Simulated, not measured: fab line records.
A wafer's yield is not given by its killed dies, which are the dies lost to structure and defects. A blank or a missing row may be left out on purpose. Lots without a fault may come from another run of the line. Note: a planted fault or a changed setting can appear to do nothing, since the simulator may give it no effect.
The same fault as seen by 2 desks | flow n5Finfet | every desk sees just its own numbers, and what lay behind them comes last

THE TOOL OWNER'S DESK: rieDiel-06
The tool's own readings at N5_MOL_CONTACT_COAG_ETCH_15 (etches SiNx in CH3F/O2, stops on Si:P, target depth 7 nm): means of the sampled wafers that have a number, for each lot that ran on this tool. A lot is out of limits, marked OUT, if its mean lies more than 4 standard deviations from the usual mean; the brackets give that distance. 7 of its 8 readings are shown, namely those furthest out on some lot.
Columns: A = CH3F_flow_sccm at N5_MOL_CONTACT_COAG_ETCH_15, usual 30.01 sccm; B = drypumpMotorCurrentA at N5_MOL_CONTACT_COAG_ETCH_15, usual 5.9 A; C = mfcArSccm at N5_MOL_CONTACT_COAG_ETCH_15, usual 150.0 sccm; D = oes_f_703_au at N5_MOL_CONTACT_COAG_ETCH_15, usual 0.84 a.u.; E = oesProductAu at N5_MOL_CONTACT_COAG_ETCH_15, usual 0.62 a.u.; F = showerheadPlenumPTorr at N5_MOL_CONTACT_COAG_ETCH_15, usual 2.03 Torr; G = throttleValvePct at N5_MOL_CONTACT_COAG_ETCH_15, usual 16.36 %
lot  | first seen here | A     | B   | C     | D    | E    | F    | G
L637 | day 5 03:58     | 29.97 | 6.2 | 150.0 | 0.88 | 0.63 | 2.05 | 16.27
L640 | day 5 21:17     | 29.98 | 6.4 | 150.3 | 0.93 | 0.67 | 2.10 | 16.22
L645 | day 7 03:25     | 30.08 | 5.3 | 149.7 | 0.81 | 0.58 | 1.95 | 16.38
L650 | day 8 06:38     | 30.16 | 5.7 | 150.5 | 0.92 | 0.59 | 2.04 | 16.29
L652 | day 9 00:21     | 30.00 | 6.6 | 149.6 | 0.86 | 0.57 | 2.12 | 16.07
L655 | day 9 11:12     | 30.01 | 6.2 | 149.8 | 0.89 | 0.58 | 2.08 | 16.28
This desk's verdict: no lot among the 6 shows anything out of limits.

FROM THE METROLOGY DESK
What the gauges read, lot by lot, whatever tool the lot ran on: means of the sampled wafers that have a number. A lot is out of limits, marked OUT, if its mean lies more than 4 standard deviations from the usual mean; the brackets give that distance. 7 of its 10 readings are shown, namely those furthest out on some lot.
Columns: A = DIBL_N at N5_BEOL_M4_RC_MEAS_101, usual 37.2 mV/V; B = DIBL_P at N5_BEOL_M4_RC_MEAS_101, usual 37.5 mV/V; C = IOFF_N at N5_BEOL_M4_RC_MEAS_101, usual 0.17 nA/um; D = IOFF_P at N5_BEOL_M4_RC_MEAS_101, usual 0.24 nA/um; E = SS_P at N5_BEOL_M4_RC_MEAS_101, usual 73.6 mV/dec; F = VT_N at N5_BEOL_M4_RC_MEAS_101, usual 249 mV; G = VT_P at N5_BEOL_M4_RC_MEAS_101, usual -248 mV
lot  | first seen here | A    | B    | C    | D    | E    | F   | G
L637 | day 7 23:09     | 35.3 | 34.7 | 0.14 | 0.20 | 73.2 | 252 | -250
L640 | day 8 21:31     | 38.3 | 38.2 | 0.18 | 0.28 | 74.0 | 247 | -244
L645 | day 10 15:47    | 37.1 | 39.6 | 0.20 | 0.25 | 74.3 | 249 | -248
L650 | day 11 14:37    | 37.3 | 37.0 | 0.17 | 0.24 | 74.0 | 250 | -250
L652 | day 11 23:56    | 39.4 | 38.2 | 0.22 | 0.29 | 74.2 | 246 | -243
L655 | day 12 23:25    | 40.6 | 41.7 | 0.27 | 0.30 | 74.6 | 243 | -246
L656 | day 13 03:20    | 35.6 | 37.5 | 0.16 | 0.22 | 73.2 | 251 | -249
L658 | day 13 07:25    | 36.1 | 36.3 | 0.16 | 0.23 | 73.4 | 249 | -249
L659 | day 13 10:23    | 37.3 | 37.5 | 0.16 | 0.24 | 73.3 | 250 | -248
This desk's verdict: no lot among the 9 shows anything out of limits.

PUT TOGETHER
The tool owner's desk saw nothing out of limits.
Nothing out of limits was seen by the metrology desk.

WHAT THE SIMULATOR HAD INSERTED
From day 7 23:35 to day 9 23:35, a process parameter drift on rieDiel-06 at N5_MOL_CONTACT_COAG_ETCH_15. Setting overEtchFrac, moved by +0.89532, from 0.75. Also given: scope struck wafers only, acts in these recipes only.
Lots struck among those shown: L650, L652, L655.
